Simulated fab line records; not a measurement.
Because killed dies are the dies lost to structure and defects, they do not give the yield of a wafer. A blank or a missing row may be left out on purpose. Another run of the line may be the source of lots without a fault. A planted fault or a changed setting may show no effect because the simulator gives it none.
fab line records	flow nand-harc	part 1 of 2: steps 1 to 23 of 29
[record] lots = 5	wafers = 15	last-day = 24
route steps=1159 shown A_STAIRCASE@595
lots with no fault: from the same line, run without faults
start-h: hours from the record's opening day to when the first of the lot's shown wafers began	wait-h: hours from the lot's prior step to this one	" the same as in the row above	L1.1+2: a row that stands for several wafers	- value missing, or start not given	* or withheld: withheld	< > ~ a bound
route shown NAME@n: NAME is a module with steps in the file, n the number in the route of the first one	usual: average and standard deviation across the fault-free wafers	same: alike in all rows	chamber/n: place in a boat	sites: each site's reading	_std_site: their standard deviation	_edge_site: the outer-site mean with the inner-site mean subtracted	radius-mm: how far each site lies from the wafer's centre	mask NAME#n: copy n	behind: tool/chamber where the wafer was last shaped	hold: why the lot went on hold/how many hours it stayed there/how the hold came to an end	device: the n, p or np transistor that did not switch	end of line: the route-end tests of the same wafers	where a step has no rows: the recipe by itself	killed: not the wafer's yield, but the dies lost to structure and defects at the first sort	map: the dies of a wafer, with x for killed, . for not killed, _ for no die there
set.NAME: the setting as run; set.NAME@STEP: as run at that earlier step	model.NAME: the simulator's own value behind a step, which no gauge read
a table for each step, a row for each wafer; lots at some steps of the route
services: a tool's chamber out of use, with start hour (start-h, from the record's first day; less than 0 if before it), hours out, and reason
[[steps]]
[step NHARC_A_STAIRCASE_ETCH_201]
[recipe] target-depth-a = 1000	time-s = 40.5	ion-energy-ev = 400	c4f8-flow-sccm = 20	o2-flow-sccm = 10	ar-flow-sccm = withheld	rf-w = 600	bias-w = 1000	chemistry = C4F8/O2
[usual] oes-product-au = 0.946/0.013	rf-vpp-V = 897/4.1
lot.wafer	tool	chamber	start-h	wait-h	oes-product-au	rf-hours-counter-h	rf-vpp-V
L080.2	rie-diel-11	3	-	-	0.935	32	895
L080.4	"	0	"	"	0.950	31	889
L080.6	"	2	"	"	0.946	-	901
L088.3	rie-diel-11	2	-	-	0.935	45	899
L088.2	"	0	"	"	0.962	47	887
L088.4	"	1	"	"	0.961	45	899
L085.2	rie-diel-07	1	-	-	0.934	32	896
L085.6	"	0	"	"	0.947	-	895
L085.5	"	1	"	"	0.936	-	896
L094.3	rie-diel-07	3	-	-	0.942	43	900
L094.2	"	0	"	"	0.937	47	894
L094.6	"	2	"	"	0.979	-	895
L097.4	rie-diel-07	2	-	-	0.962	42	895
L097.1	"	1	"	"	0.948	48	896
L097.5	"	2	"	"	0.973	-	895
[step NHARC_A_STAIRCASE_TRIM_202]
[recipe] time-s = 211.2	o2-flow-sccm = 500	ar-flow-sccm = 0	bias-w = 0	chemistry = O2
[usual] drypump-motor-current-A = 6.0/0.32	o2-flow-sccm = 500.1/1.4	oes-product-au = 1.006/0.012	rf-vpp-V = 57.9/0.85	showerhead-plenum-p-Torr = 3.57/0.11	throttle-valve-pct = 17.035/0.0089
lot.wafer	tool	chamber	start-h	wait-h	drypump-motor-current-A	o2-flow-sccm	oes-product-au	rf-hours-counter-h	rf-vpp-V	showerhead-plenum-p-Torr	throttle-valve-pct
L080.2	rie-diel-11	1	-	-	6.3	500.5	1.015	30	59.2	3.67	17.061
L080.4	"	2	"	"	6.5	498.3	1.002	31	57.2	3.63	17.033
L080.6	"	1	"	"	6.3	500.1	1.012	-	59.0	3.67	17.045
L088.3	rie-diel-11	1	-	-	6.3	501.5	1.024	45	57.6	3.66	17.032
L088.2	"	2	"	"	6.5	502.5	1.001	45	57.3	3.63	17.045
L088.4	"	3	"	"	6.0	500.6	0.990	45	57.2	3.51	17.042
L085.2	rie-diel-07	0	-	-	6.3	498.9	0.989	29	58.0	3.48	17.057
L085.6	"	3	"	"	5.8	502.6	0.999	-	58.6	3.59	17.036
L085.5	"	0	"	"	6.3	498.3	0.998	-	58.5	3.48	17.036
L094.2	rie-diel-07	0	-	-	6.4	498.7	1.002	47	58.3	3.47	17.034
L094.3	"	1	"	"	6.1	499.3	0.998	47	57.5	3.52	17.040
L094.6	"	0	"	"	6.4	498.3	1.009	-	56.6	3.47	17.063
L097.1	rie-diel-07	2	-	-	5.8	502.4	1.030	42	58.9	3.52	17.016
L097.4	"	0	"	"	6.3	500.3	1.000	48	57.4	3.47	17.035
L097.5	"	3	"	"	5.8	501.1	1.007	-	58.4	3.58	17.028
[step NHARC_A_STAIRCASE_ETCH_203]
[recipe] target-depth-a = 1000	time-s = 40.5	ion-energy-ev = 400	c4f8-flow-sccm = 20	o2-flow-sccm = 10	ar-flow-sccm = withheld	rf-w = 600	bias-w = 1000	chemistry = C4F8/O2
[usual] oes-product-au = 0.944/0.012	rf-vpp-V = 897/4.3
lot.wafer	tool	chamber	start-h	wait-h	oes-product-au	rf-hours-counter-h	rf-vpp-V
L080.4	rie-diel-11	2	-	-	0.960	31	898
L080.2	"	3	"	"	0.941	32	894
L080.6	"	2	"	"	0.961	-	899
L088.4	rie-diel-11	3	-	-	0.932	45	895
L088.3	"	0	"	"	0.945	47	889
L088.2	"	1	"	"	0.956	45	900
L085.2	rie-diel-07	2	-	-	0.954	27	897
L085.5	"	0	"	"	0.925	-	894
L085.6	"	1	"	"	0.927	-	895
L094.2	rie-diel-07	1	-	-	0.942	47	896
L094.3	"	2	"	"	0.971	41	895
L094.6	"	2	"	"	0.977	-	897
L097.4	rie-diel-07	0	-	-	0.958	48	894
L097.1	"	2	"	"	0.960	42	895
L097.5	"	3	"	"	0.941	-	897
[step NHARC_A_STAIRCASE_STRIP_205]
[recipe] power-w = 1500	temp-c = 250	chemistry = O2
[usual] drypump-motor-current-A = 5.65/0.24	heater-power-w = 320/20	temp-c = 250.01/0.17
lot.wafer	tool	chamber	start-h	wait-h	drypump-motor-current-A	heater-power-w	rf-hours-counter-h	temp-c
L080.2	plasma-asher-02	1	274.08	0.1	5.28	329	27	250.06
L080.4	"	1	"	"	5.33	327	-	250.24
L080.6	"	0	"	"	5.77	327	-	249.89
L088.2	plasma-asher-02	1	318.75	0.1	5.30	329	43	249.89
L088.3	"	1	"	"	5.34	331	-	250.10
L088.4	"	0	"	"	5.79	330	-	249.76
L085.2	plasma-asher-02	1	324.21	0.3	5.30	329	46	250.03
L085.5	"	1	"	"	5.29	326	-	250.00
L085.6	"	0	"	"	5.76	343	-	249.64
L094.2	plasma-asher-02	1	375.07	0.1	5.31	327	3	250.05
L094.3	"	0	"	"	5.75	355	-	249.85
L094.6	"	0	"	"	5.75	347	-	249.91
L097.1	plasma-asher-02	1	378.33	0.1	5.27	321	3	250.17
L097.4	"	1	"	"	5.30	325	-	249.63
L097.5	"	1	"	"	5.25	329	-	250.06
[step NHARC_A_STAIRCASE_STRIP_206]
[recipe] time-s = 900	temp-c = 130	chemistry = SPM
[usual] temp-c = 130.01/0.13
lot.wafer	tool	chamber	start-h	wait-h	temp-c
L080.4	wet-bench-04	2	274.39	0.2	130.15
L080.6	"	3	"	"	129.95
L080.2	"	5	"	"	129.84
L088.2	wet-bench-09	7	319.10	0.3	129.81
L088.3	"	2	"	"	130.15
L088.4	"	4	"	"	130.04
L085.2	wet-bench-07	3	324.57	0.3	130.09
L085.6	"	6	"	"	130.08
L085.5	"	7	"	"	129.91
L094.6	wet-bench-04	7	375.38	0.1	129.80
L094.2	"	3	"	"	130.03
L094.3	"	4	"	"	130.11
L097.5	wet-bench-04	4	378.68	0.1	129.87
L097.4	"	6	"	"	129.85
L097.1	"	0	"	"	130.16
[step NHARC_A_STAIRCASE_PRECLEAN_207]
[recipe] time-s = *	temp-c = 50	bath-age-min = 0	chemistry = SC1
[usual] temp-c = 50.01/0.11
lot.wafer	tool	chamber	start-h	wait-h	temp-c
L080.4	wet-bench-04	2	-	-	50.09
L080.6	"	3	"	"	49.77
L080.2	"	5	"	"	50.11
L088.2	wet-bench-09	7	-	-	50.05
L088.3	"	2	"	"	49.95
L088.4	"	4	"	"	50.01
L085.2	wet-bench-07	3	-	-	50.20
L085.6	"	6	"	"	50.16
L085.5	"	7	"	"	50.03
L094.6	wet-bench-04	7	-	-	49.82
L094.2	"	3	"	"	50.08
L094.3	"	4	"	"	49.98
L097.5	wet-bench-04	4	-	-	49.97
L097.4	"	6	"	"	50.10
L097.1	"	0	"	"	49.85
[step NHARC_A_STAIRCASE_SRD_208]
lot.wafer	tool	chamber	start-h	wait-h
L080.4+6+2	wet-bench-04	2,3,5	-	-
L088.2+3+4	wet-bench-09	7,2,4	-	-
L085.2+6+5	wet-bench-07	3,6,7	-	-
L094.6+2+3	wet-bench-04	7,3,4	-	-
L097.5+4+1	wet-bench-04	4,6,0	-	-
[step NHARC_A_STAIRCASE_DEHYDRATE_209]
[recipe] temp-c = 150	time-s = 120
lot.wafer	tool	chamber	start-h	wait-h
L080.2+4+6	litho-track-02	0	274.83	-
L088.2+3+4	litho-track-05	0	319.55	-
L085.2+5+6	litho-track-07	0	325.01	-
L094.2+3+6	litho-track-05	0	375.83	-
L097.1+4+5	litho-track-02	0	379.13	-
[step NHARC_A_STAIRCASE_HMDS_210]
[recipe] time-s = 30
lot.wafer	tool	chamber	start-h	wait-h
L080.2+4+6	litho-track-02	0	-	-
L088.2+3+4	litho-track-05	0	-	-
L085.2+5+6	litho-track-07	0	-	-
L094.2+3+6	litho-track-05	0	-	-
L097.1+4+5	litho-track-02	0	-	-
[step NHARC_A_STAIRCASE_COAT_211]
[recipe] spin-rpm = 1200
lot.wafer	tool	chamber	start-h	wait-h
L080.2+4+6	litho-track-02	0	-	-
L088.2+3+4	litho-track-05	0	-	-
L085.2+5+6	litho-track-07	0	-	-
L094.2+3+6	litho-track-05	0	-	-
L097.1+4+5	litho-track-02	0	-	-
[step NHARC_A_STAIRCASE_SOFTBAKE_212]
[recipe] temp-c = 135	time-s = 170
lot.wafer	tool	chamber	start-h	wait-h
L080.2+4+6	litho-track-02	0	-	-
L088.2+3+4	litho-track-05	0	-	-
L085.2+5+6	litho-track-07	0	-	-
L094.2+3+6	litho-track-05	0	-	-
L097.1+4+5	litho-track-02	0	-	-
[step NHARC_A_STAIRCASE_EBR_213]
lot.wafer	tool	chamber	start-h	wait-h
L080.2+4+6	litho-track-02	0	-	-
L088.2+3+4	litho-track-05	0	-	-
L085.2+5+6	litho-track-07	0	-	-
L094.2+3+6	litho-track-05	0	-	-
L097.1+4+5	litho-track-02	0	-	-
[step NHARC_A_STAIRCASE_EXPOSE_214]
[recipe] na = 0.5	dose-mj = 31.26	mask-id = STAIR_3
[usual] focus-offset-nm = -0.1/0.48
lot.wafer	tool	chamber	start-h	wait-h	mask	focus-offset-nm
L080.2	krf-scanner-04	0	275.04	-	STAIR_3#0	0.1
L080.4	"	0	"	"	STAIR_3#0	-0.3
L080.6	"	0	"	"	STAIR_3#0	0.2
L088.2	krf-scanner-04	0	319.90	-	STAIR_3#0	-0.2
L088.3	"	0	"	"	STAIR_3#0	-0.6
L088.4	"	0	"	"	STAIR_3#0	0.3
L085.2	krf-scanner-04	0	325.23	-	STAIR_3#0	0.2
L085.5	"	0	"	"	STAIR_3#0	0.2
L085.6	"	0	"	"	STAIR_3#0	-0.1
L094.2	krf-scanner-03	0	376.04	-	STAIR_3#0	-1.0
L094.3	"	0	"	"	STAIR_3#0	-0.3
L094.6	"	0	"	"	STAIR_3#0	0.6
L097.1	krf-scanner-03	0	379.34	-	STAIR_3#0	-0.5
L097.4	"	0	"	"	STAIR_3#0	-0.7
L097.5	"	0	"	"	STAIR_3#0	-0.3
[step NHARC_A_STAIRCASE_PEB_215]
[recipe] peb-temp-c = 115	peb-time-s = 130
lot.wafer	tool	chamber	start-h	wait-h
L080.2+4+6	litho-track-02	0	275.11	0.1
L088.2+3+4	litho-track-02	0	319.96	0.1
L085.2+5+6	litho-track-07	0	325.29	0.1
L094.2+3+6	litho-track-07	0	376.10	0.1
L097.1+4+5	litho-track-07	0	379.40	0.1
[step NHARC_A_STAIRCASE_DEVELOP_216]
[recipe] time-s = 140
lot.wafer	tool	chamber	start-h	wait-h
L080.2+4+6	litho-track-02	0	-	-
L088.2+3+4	litho-track-02	0	-	-
L085.2+5+6	litho-track-07	0	-	-
L094.2+3+6	litho-track-07	0	-	-
L097.1+4+5	litho-track-07	0	-	-
[step NHARC_A_STAIRCASE_HARDBAKE_218]
[recipe] temp-c = 120	time-s = 140
lot.wafer	tool	chamber	start-h	wait-h
L080.2+4+6	litho-track-07	0	275.33	-
L088.2+3+4	litho-track-07	0	320.18	-
L085.2+5+6	litho-track-05	0	325.52	-
L094.2+3+6	litho-track-05	0	376.33	-
L097.1+4+5	litho-track-07	0	379.62	-
[step NHARC_A_STAIRCASE_DESCUM_219]
[recipe] time-s = 3	o2-flow-sccm = 200	ar-flow-sccm = 0	bias-power-w = 0	chemistry = O2
[usual] drypump-motor-current-A = 5.9/0.35	o2-flow-sccm = 199.9/0.55	oes-product-au = 1.004/0.013	rf-vpp-V = 57.9/0.93	showerhead-plenum-p-Torr = 1.94/0.076	throttle-valve-pct = 11.311/0.0087
lot.wafer	tool	chamber	start-h	wait-h	drypump-motor-current-A	o2-flow-sccm	oes-product-au	rf-hours-counter-h	rf-vpp-V	showerhead-plenum-p-Torr	throttle-valve-pct
L080.4	rie-diel-11	0	275.43	-	5.4	200.2	1.032	32	57.5	1.79	11.307
L080.2	"	1	"	"	6.3	199.4	1.029	31	57.4	2.00	11.302
L080.6	"	3	"	"	5.9	199.8	0.997	-	59.0	1.91	11.310
L088.4	rie-diel-11	3	320.44	-	5.9	200.4	0.988	46	57.9	1.90	11.313
L088.2	"	0	"	"	5.4	199.9	1.011	48	55.2	1.79	11.300
L088.3	"	2	"	"	6.5	199.2	0.997	46	57.1	1.97	11.314
L085.2	rie-diel-07	2	325.63	-	5.9	200.0	1.037	27	56.8	1.92	11.310
L085.6	"	3	"	"	5.8	198.6	1.006	-	58.3	1.95	11.322
L085.5	"	0	"	"	6.3	199.8	0.997	-	55.6	1.88	11.305
L094.3	rie-diel-13	0	376.42	-	5.6	200.4	0.992	35	57.5	2.04	11.306
L094.2	"	1	"	"	5.6	199.6	0.998	34	57.2	2.00	11.331
L094.6	"	0	"	"	5.6	199.9	0.997	-	59.6	2.04	11.308
L097.1	rie-diel-07	2	380.10	-	5.9	200.2	1.028	44	58.9	1.91	11.302
L097.4	"	0	"	"	6.3	199.2	0.999	49	57.0	1.88	11.311
L097.5	"	1	"	"	6.1	200.3	1.004	-	57.3	1.91	11.328
[step NHARC_A_STAIRCASE_TRIM_220]
[recipe] time-s = 211.2	o2-flow-sccm = 500	ar-flow-sccm = 0	bias-w = 0	chemistry = O2
[usual] drypump-motor-current-A = 5.9/0.34	o2-flow-sccm = 499.8/1.6	oes-product-au = 1.005/0.012	rf-vpp-V = 57.9/0.91	showerhead-plenum-p-Torr = 3.58/0.13	throttle-valve-pct = 17.038/0.0096
lot.wafer	tool	chamber	start-h	wait-h	drypump-motor-current-A	o2-flow-sccm	oes-product-au	rf-hours-counter-h	rf-vpp-V	showerhead-plenum-p-Torr	throttle-valve-pct
L080.4	rie-diel-11	2	275.50	0.1	6.5	498.2	1.015	31	58.4	3.63	17.027
L080.2	"	3	"	"	5.9	500.3	0.997	32	57.5	3.52	17.032
L080.6	"	3	"	"	6.0	501.2	1.003	-	59.1	3.52	17.050
L088.4	rie-diel-11	3	320.94	0.5	5.9	500.2	0.994	46	57.6	3.51	17.026
L088.2	"	0	"	"	5.4	505.2	1.024	48	57.5	3.31	17.032
L088.3	"	2	"	"	6.5	500.2	0.998	46	58.0	3.63	17.035
L085.2	rie-diel-07	2	325.69	0.1	5.9	500.4	1.011	27	56.2	3.53	17.013
L085.6	"	2	"	"	5.9	497.9	1.016	-	57.8	3.53	17.035
L085.5	"	3	"	"	5.8	501.0	0.991	-	57.9	3.58	17.055
L094.2	rie-diel-13	0	376.52	0.1	5.6	500.1	1.004	35	56.9	3.75	17.037
L094.3	"	2	"	"	6.0	500.6	1.027	30	57.9	3.69	17.042
L094.6	"	0	"	"	5.6	497.8	1.011	-	58.3	3.75	17.037
L097.4	rie-diel-07	2	380.24	0.1	5.8	498.6	1.021	44	57.2	3.52	17.056
L097.1	"	0	"	"	6.3	499.3	1.002	49	58.1	3.47	17.032
L097.5	"	3	"	"	5.8	497.3	1.002	-	58.8	3.58	17.042
[step NHARC_A_STAIRCASE_ETCH_221]
[recipe] target-depth-a = 1000	time-s = 40.5	ion-energy-ev = 400	c4f8-flow-sccm = 20	o2-flow-sccm = 10	ar-flow-sccm = withheld	rf-w = 600	bias-w = 1000	chemistry = C4F8/O2
[usual] oes-product-au = 0.941/0.015	rf-vpp-V = 898/4.7
lot.wafer	tool	chamber	start-h	wait-h	oes-product-au	rf-hours-counter-h	rf-vpp-V
L080.4	rie-diel-11	2	-	-	0.935	31	898
L080.2	"	0	"	"	0.975	32	888
L080.6	"	2	"	"	0.945	-	899
L088.4	rie-diel-11	1	-	-	0.943	47	899
L088.3	"	2	"	"	0.924	47	899
L088.2	"	3	"	"	0.918	46	894
L085.2	rie-diel-07	1	-	-	0.955	32	897
L085.5	"	1	"	"	0.954	-	895
L085.6	"	2	"	"	0.981	-	896
L094.3	rie-diel-13	0	-	-	0.943	35	903
L094.2	"	2	"	"	0.970	30	902
L094.6	"	0	"	"	0.930	-	905
L097.4	rie-diel-07	3	-	-	0.924	46	899
L097.1	"	1	"	"	0.925	50	896
L097.5	"	3	"	"	0.917	-	898
[step NHARC_A_STAIRCASE_TRIM_222]
[recipe] time-s = 211.2	o2-flow-sccm = 500	ar-flow-sccm = 0	bias-w = 0	chemistry = O2
[usual] drypump-motor-current-A = 5.9/0.35	o2-flow-sccm = 499.9/1.4	oes-product-au = 1.006/0.013	rf-vpp-V = 58.0/0.91	showerhead-plenum-p-Torr = 3.58/0.14	throttle-valve-pct = 17.037/0.0095
lot.wafer	tool	chamber	start-h	wait-h	drypump-motor-current-A	o2-flow-sccm	oes-product-au	rf-hours-counter-h	rf-vpp-V	showerhead-plenum-p-Torr	throttle-valve-pct
L080.4	rie-diel-11	0	-	-	5.4	499.7	1.006	32	57.9	3.32	17.049
L080.2	"	3	"	"	5.9	500.8	0.987	32	56.9	3.52	17.034
L080.6	"	1	"	"	6.4	501.0	1.023	-	57.9	3.67	17.034
L088.2	rie-diel-11	0	-	-	5.4	502.1	1.032	49	58.1	3.31	17.045
L088.4	"	1	"	"	6.3	499.0	1.020	47	57.3	3.66	17.027
L088.3	"	2	"	"	6.5	500.1	1.012	47	58.9	3.62	17.039
L085.2	rie-diel-07	2	-	-	5.9	500.4	1.027	27	57.9	3.53	17.025
L085.5	"	3	"	"	5.8	499.5	1.004	-	57.5	3.59	17.036
L085.6	"	0	"	"	6.3	502.1	0.992	-	59.7	3.48	17.033
L094.2	rie-diel-13	2	-	-	6.0	500.5	1.020	30	59.6	3.69	17.033
L094.3	"	3	"	"	5.6	500.8	1.013	32	57.8	3.69	17.037
L094.6	"	1	"	"	5.6	500.7	1.002	-	57.8	3.68	17.033
L097.4	rie-diel-07	0	-	-	6.3	502.0	1.001	49	59.1	3.47	17.033
L097.1	"	2	"	"	5.9	502.0	1.032	44	57.8	3.52	17.040
L097.5	"	0	"	"	6.3	500.7	0.992	-	57.1	3.47	17.046
[step NHARC_A_STAIRCASE_ETCH_223]
[recipe] target-depth-a = 1000	time-s = 40.5	ion-energy-ev = 400	c4f8-flow-sccm = 20	o2-flow-sccm = 10	ar-flow-sccm = withheld	rf-w = 600	bias-w = 1000	chemistry = C4F8/O2
[usual] oes-product-au = 0.944/0.015	rf-vpp-V = 898/4.8
lot.wafer	tool	chamber	start-h	wait-h	oes-product-au	rf-hours-counter-h	rf-vpp-V
L080.2	rie-diel-11	2	-	-	0.957	32	901
L080.4	"	0	"	"	0.949	32	888
L080.6	"	1	"	"	0.956	-	900
L088.3	rie-diel-11	2	-	-	0.927	47	899
L088.4	"	0	"	"	0.940	49	888
L088.2	"	1	"	"	0.925	47	900
L085.2	rie-diel-07	1	-	-	0.944	32	895
L085.5	"	0	"	"	0.933	-	894
L085.6	"	1	"	"	0.943	-	896
L094.2	rie-diel-13	0	-	-	0.932	36	903
L094.3	"	1	"	"	0.948	34	903
L094.6	"	0	"	"	0.942	-	903
L097.4	rie-diel-07	2	-	-	0.954	44	895
L097.1	"	3	"	"	0.943	46	897
L097.5	"	2	"	"	0.967	-	897
[step NHARC_A_STAIRCASE_TRIM_224]
[recipe] time-s = 211.2	o2-flow-sccm = 500	ar-flow-sccm = 0	bias-w = 0	chemistry = O2
[usual] drypump-motor-current-A = 5.9/0.35	o2-flow-sccm = 499.8/1.4	oes-product-au = 1.006/0.013	rf-vpp-V = 57.9/0.8	showerhead-plenum-p-Torr = 3.58/0.13	throttle-valve-pct = 17.036/0.0076
lot.wafer	tool	chamber	start-h	wait-h	drypump-motor-current-A	o2-flow-sccm	oes-product-au	rf-hours-counter-h	rf-vpp-V	showerhead-plenum-p-Torr	throttle-valve-pct
L080.4	rie-diel-11	3	-	-	6.0	499.2	0.992	32	56.8	3.52	17.036
L080.2	"	2	"	"	6.5	499.9	1.012	32	57.9	3.63	17.032
L080.6	"	0	"	"	5.4	499.8	1.016	-	58.1	3.32	17.041
L088.4	rie-diel-11	2	-	-	6.5	497.4	1.000	47	58.5	3.62	17.039
L088.2	"	0	"	"	5.4	502.3	1.016	49	58.7	3.31	17.032
L088.3	"	1	"	"	6.3	500.3	1.021	48	57.5	3.66	17.033
L085.2	rie-diel-07	0	-	-	6.3	499.7	0.980	30	57.3	3.48	17.035
L085.6	"	3	"	"	5.8	497.3	0.996	-	58.1	3.59	17.043
L085.5	"	0	"	"	6.3	498.6	0.992	-	58.2	3.48	17.030
L094.2	rie-diel-13	1	-	-	5.6	497.9	0.999	34	58.9	3.68	17.037
L094.3	"	2	"	"	6.0	497.2	1.012	30	56.9	3.69	17.025
L094.6	"	0	"	"	5.6	498.2	1.011	-	59.3	3.75	17.032
L097.4	rie-diel-07	1	-	-	6.0	499.3	1.006	50	57.6	3.52	17.041
L097.1	"	2	"	"	5.9	499.5	1.030	44	58.0	3.52	17.034
L097.5	"	2	"	"	5.9	500.1	1.029	-	57.4	3.52	17.035
[step NHARC_A_STAIRCASE_ETCH_225]
[recipe] target-depth-a = 1000	time-s = 40.5	ion-energy-ev = 400	c4f8-flow-sccm = 20	o2-flow-sccm = 10	ar-flow-sccm = withheld	rf-w = 600	bias-w = 1000	chemistry = C4F8/O2
[usual] oes-product-au = 0.945/0.015	rf-vpp-V = 898/4.8
lot.wafer	tool	chamber	start-h	wait-h	oes-product-au	rf-hours-counter-h	rf-vpp-V
L080.2	rie-diel-11	3	-	-	0.927	33	895
L080.4	"	1	"	"	0.945	31	900
L080.6	"	3	"	"	0.922	-	896
L088.3	rie-diel-11	2	-	-	0.932	48	899
L088.4	"	0	"	"	0.937	50	888
L088.2	"	1	"	"	0.940	48	901
L085.2	rie-diel-07	0	-	-	0.952	30	895
L085.6	"	2	"	"	0.984	-	897
L085.5	"	3	"	"	0.953	-	898
L094.3	rie-diel-13	0	-	-	0.933	36	904
L094.2	"	3	"	"	0.940	32	902
L094.6	"	0	"	"	0.943	-	905
L097.1	rie-diel-07	3	-	-	0.926	47	899
L097.4	"	0	"	"	0.936	49	894
L097.5	"	3	"	"	0.932	-	897
